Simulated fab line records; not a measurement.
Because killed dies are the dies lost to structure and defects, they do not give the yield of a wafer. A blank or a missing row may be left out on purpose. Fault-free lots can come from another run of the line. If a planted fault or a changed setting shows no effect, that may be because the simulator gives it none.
Code-filled problem report in 8D (eight disciplines) form || flow n5_finfet || the parts of the form that need people (team, actions taken, sign-off) are left out

## 1. WHAT IS WRONG
Mean of etch_rf_on_time_s at N5_BEOL_M9_ETCH_76: 7.72 s across 3 wafers in 3 lots; on wafers with no fault it is 5.14 s (standard deviation 0.15). That is +17 standard deviations from the usual mean.
The step: etches underlayer in N2/H2, target depth 6.5 nm, time 5.2 s.
Seen first at day 11 13:46 on rie_diel-05, wafer L733.5. Wafers with a number at this step in the record: 30, from 11 lots. Rule for "out" (also "out of limits"): further than 4 standard deviations from the usual mean. Any other wafer with a number is counted as sound.

## 2. WHAT IT IS AND WHAT IT IS NOT
{"question": "which readings at this step", "is": "etch_rf_on_time_s", "is not": "drypump_motor_current_A, n2_flow_sccm, rf_vpp_V, showerhead_plenum_p_Torr, throttle_valve_pct"}
{"question": "which lots", "is": "L733, L735, L736", "is not": "L726, L727, L739, L743, L744, L746, L747, L749"}
{"question": "which wafers of those lots", "is": "L733.5, L735.5, L736.2", "is not": "L733.6, L735.6, L736.1"}
{"question": "read on which tools", "is": "rie_diel-05", "is not": "rie_diel-01, rie_diel-02"}
{"question": "when", "is": "from day 11 13:46", "is not": "up to then (7 sound wafers); but 20 sound wafers of L735, L736, L739, L743, L744, L746, L747, L749 came after"}

## 3. SUSPECTS, AND WHAT RULES EACH OUT
Counting: if a tool at a process step up to the reading ran every lot that is out, it stays a suspect. Sound lots after the first of them don't rule it out here, since some wafers of a struck lot are sound.
- rie_diel-05 at N5_BEOL_M9_ETCH_76 (etches underlayer in N2/H2, target depth 6.5 nm, time 5.2 s): kept. It processed each lot that is out (first: L733, day 11 13:46); up to then, its last sound lot is L726 (day 10 01:12). On those wafers its own readings are out: etch_rf_on_time_s.
Remaining after the count: rie_diel-05 at N5_BEOL_M9_ETCH_76.

## 4. THE CAUSE (what the simulator had put in)
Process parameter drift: rie_diel-05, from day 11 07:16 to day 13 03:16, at N5_BEOL_M9_ETCH_76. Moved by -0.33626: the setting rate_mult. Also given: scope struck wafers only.
Only this tool survived the counting.

## 5. SEQUENCE OF EFFECTS, ordered by route
One row per reading whose mean, taken over the struck wafers that have a number, lies over 3 standard deviations from the usual. Only readings whose record carries a usual standard deviation are examined. hours: median over the lots of the time between each lot's start at the first step of this table that gives one and its start at this step. sigmas: the change, counted in usual standard deviations.
{"hours": 0, "step": "N5_BEOL_M9_ETCH_76", "reading": "etch_rf_on_time_s", "usual": "5.14 s", "on struck wafers": 7.72, "change": "+2.58", "sigmas": "+17"}
It contains these process steps:
- N5_BEOL_M9_ETCH_76: etches underlayer in N2/H2, target depth 6.5 nm, time 5.2 s.

## 6. WHAT WOULD HAVE CAUGHT IT SOONER
First out-of-limits reading in this record: day 11 13:46, which is 6 hours after fault onset at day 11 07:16.
